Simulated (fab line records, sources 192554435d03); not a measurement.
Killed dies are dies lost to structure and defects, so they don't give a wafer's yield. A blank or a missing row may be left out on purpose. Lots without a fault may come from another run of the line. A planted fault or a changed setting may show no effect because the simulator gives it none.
Chamber matching | flow n5_finfet | N5_BEOL_M9_ETCH_65 on rie_diel-05: 4 sister chambers
The step etches SiARC in CF4, target depth 15.6 nm, time 26 s. 22 wafers are shown with their chamber, then 11 later ones without.

WAFERS WITH THEIR CHAMBER
wafer  | chamber | showerhead_plenum_p_Torr (Torr) | throttle_valve_pct (%) | drypump_motor_current_A (A)
L077.2 | 1       | 2.04                            | 15.74                  | 5.5
L077.3 | 0       | 2.21                            | 16.07                  | 5.9
L077.4 | 2       | 2.17                            | 15.51                  | 5.1
L076.1 | 2       | 2.17                            | 15.53                  | 5.1
L076.3 | 3       | 2.08                            | 15.38                  | 5.7
L076.4 | 1       | 2.04                            | 15.76                  | 5.5
L079.2 | 1       | 2.04                            | 15.78                  | 5.5
L079.4 | 0       | 2.20                            | 16.07                  | 6.0
L079.5 | 0       | 2.20                            | 16.09                  | 6.0
L083.3 | 2       | 2.17                            | 15.53                  | 5.1
L083.5 | 0       | 2.20                            | 16.09                  | 6.0
L083.6 | 3       | 2.07                            | 15.40                  | 5.7
L086.1 | 0       | 2.20                            | 16.10                  | 6.0
L086.3 | 2       | 2.17                            | 15.56                  | 5.1
L086.5 | 1       | 2.04                            | 15.81                  | 5.5
L087.2 | 1       | 2.03                            | 15.81                  | 5.6
L087.4 | 3       | 2.07                            | 15.42                  | 5.7
L087.5 | 1       | 2.03                            | 15.82                  | 5.5
L088.1 | 3       | 2.07                            | 15.43                  | 5.6
L088.2 | 2       | 2.16                            | 15.55                  | 5.1
L088.4 | 0       | 2.20                            | 16.11                  | 6.0
L091.1 | 2       | 2.16                            | 15.56                  | 5.1

SIGNATURES (means of the wafers above)
reading                  | chamber 0 | chamber 1 | chamber 2 | chamber 3 | scatter within a chamber
showerhead_plenum_p_Torr | 2.2017    | 2.0367    | 2.1667    | 2.0725    | 0.00486
throttle_valve_pct       | 16.0883   | 15.7867   | 15.5400   | 15.4075   | 0.0234
drypump_motor_current_A  | 5.983     | 5.517     | 5.100     | 5.675     | 0.0366
Rule: a wafer's distance from a chamber is the root of the sum, over the readings, of the square of ((its reading less the chamber's mean) divided by the reading's scatter). The wafer belongs to the nearest chamber; if the next one is less than 2 further off, it can't be placed. The scatter: the root of (the sum of the squares of (reading less its chamber's mean) over the shown wafers, divided by (wafers less chambers)).

WAFERS WITHOUT THEIR CHAMBER
wafer  | showerhead_plenum_p_Torr (Torr) | throttle_valve_pct (%) | drypump_motor_current_A (A)
L091.4 | 2.03                            | 15.84                  | 5.5
L091.5 | 2.03                            | 15.81                  | 5.5
L090.3 | 2.03                            | 15.81                  | 5.5
L090.5 | 2.03                            | 15.81                  | 5.6
L090.6 | 2.20                            | 16.10                  | 6.0
L093.2 | 2.03                            | 15.81                  | 5.5
L093.3 | 2.19                            | 16.13                  | 6.0
L093.4 | 2.16                            | 15.57                  | 5.1
L097.1 | 2.16                            | 15.61                  | 5.1
L097.3 | 2.06                            | 15.47                  | 5.7
L097.5 | 2.03                            | 15.84                  | 5.5

WHICH CHAMBER EACH WENT THROUGH
wafer  | from the rows above | in truth
L091.4 | 1                   | 1
L091.5 | 1                   | 1
L090.3 | 1                   | 1
L090.5 | 1                   | 1
L090.6 | 0                   | 0
L093.2 | 1                   | 1
L093.3 | 0                   | 0
L093.4 | 2                   | 2
L097.1 | 2                   | 2
L097.3 | 3                   | 3
L097.5 | 1                   | 1
Placed correctly: 11 of 11. Can't be placed from these rows: 0. Placed wrongly: 0.
